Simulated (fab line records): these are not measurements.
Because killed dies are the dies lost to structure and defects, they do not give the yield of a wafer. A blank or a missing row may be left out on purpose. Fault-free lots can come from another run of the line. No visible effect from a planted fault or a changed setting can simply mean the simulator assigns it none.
A single fault, viewed from 2 desks | flow n5Finfet | each desk holds nothing but its own numbers, with what lay behind them at the end

## DESK OF THE TOOL OWNER: rieDiel-02
The tool's own readings at N5_MOL_CONTACT_COAG_ETCH_15 (etches SiNx in CH3F/O2, stops on Si:P, target depth 7 nm): means of the sampled wafers that have a number, for each lot that ran on this tool. If a lot's mean is further than 4 standard deviations from the usual mean, the lot is out of limits and carries the mark OUT (the distance appears in the brackets).
Columns: A = drypumpMotorCurrentA at N5_MOL_CONTACT_COAG_ETCH_15, usual 6.01 A; B = oesProductAu at N5_MOL_CONTACT_COAG_ETCH_15, usual 0.56 a.u.; C = rfVppV at N5_MOL_CONTACT_COAG_ETCH_15, usual 296 V; D = showerheadPlenumPTorr at N5_MOL_CONTACT_COAG_ETCH_15, usual 1.95 Torr; E = throttleValvePct at N5_MOL_CONTACT_COAG_ETCH_15, usual 16.39 %
lot  | first seen here | A    | B    | C   | D    | E
L951 | day 4 20:43     | 6.18 | 0.58 | 295 | 1.99 | 16.21
L957 | day 6 08:19     | 6.30 | 0.54 | 299 | 1.92 | 16.50
L959 | day 6 17:26     | 6.14 | 0.60 | 300 | 1.97 | 16.09
L964 | day 7 20:17     | 6.14 | 0.53 | 301 | 1.97 | 16.10
L967 | day 8 17:50     | 6.26 | 0.59 | 300 | 2.01 | 16.17
This desk found nothing out of limits on any of the 5 lots.

## AT THE METROLOGY DESK
Means of the sampled wafers that have a number, per lot and without regard to the tool the lot ran on: this is what the gauges read. If a lot's mean is further than 4 standard deviations from the usual mean, the lot is out of limits and carries the mark OUT (the distance appears in the brackets). Of its 11 readings 7 are shown: those that lie furthest out on some lot.
Columns: A = cdNm at N5_MOL_CONTACT_COAG_CD_MEAS_99, usual 17.3 nm; B = DIBL_P at N5_BEOL_M4_RC_MEAS_101, usual 36.6 mV/V; C = IOFF_P at N5_BEOL_M4_RC_MEAS_101, usual 0.23 nA/um; D = ION_N at N5_BEOL_M4_RC_MEAS_101, usual 682 uA/um; E = ION_P at N5_BEOL_M4_RC_MEAS_101, usual 468 uA/um; F = SS_P at N5_BEOL_M4_RC_MEAS_101, usual 73.4 mV/dec; G = VT_P at N5_BEOL_M4_RC_MEAS_101, usual -248.9 mV
lot  | first seen here | A    | B    | C    | D   | E   | F    | G
L951 | day 4 20:54     | 16.9 | 36.8 | 0.20 | 675 | 459 | 73.0 | -251.7
L957 | day 6 08:30     | 17.5 | 35.0 | 0.21 | 676 | 470 | 73.0 | -249.4
L959 | day 6 17:37     | 16.9 | 37.3 | 0.23 | 694 | 476 | 73.9 | -248.2
L964 | day 7 20:28     | 17.3 | 33.4 | 0.23 | 682 | 474 | 72.9 | -246.4
L967 | day 8 18:01     | 17.2 | 38.2 | 0.25 | 682 | 466 | 74.3 | -246.6
L970 | day 9 09:15     | 17.3 | 36.1 | 0.26 | 695 | 482 | 74.0 | -245.4
L971 | day 9 15:32     | 16.7 | 35.6 | 0.23 | 692 | 480 | 73.5 | -248.2
L972 | day 10 00:15    | 17.5 | 36.6 | 0.23 | 699 | 475 | 73.5 | -249.2
L974 | day 10 10:45    | 17.0 | 34.2 | 0.18 | 673 | 461 | 72.9 | -249.6
This desk found nothing out of limits on any of the 9 lots.

## PUT TOGETHER
The tool owner's desk saw nothing out of limits.
The metrology desk saw nothing out of limits.

## WHAT WAS PUT IN BY THE SIMULATOR
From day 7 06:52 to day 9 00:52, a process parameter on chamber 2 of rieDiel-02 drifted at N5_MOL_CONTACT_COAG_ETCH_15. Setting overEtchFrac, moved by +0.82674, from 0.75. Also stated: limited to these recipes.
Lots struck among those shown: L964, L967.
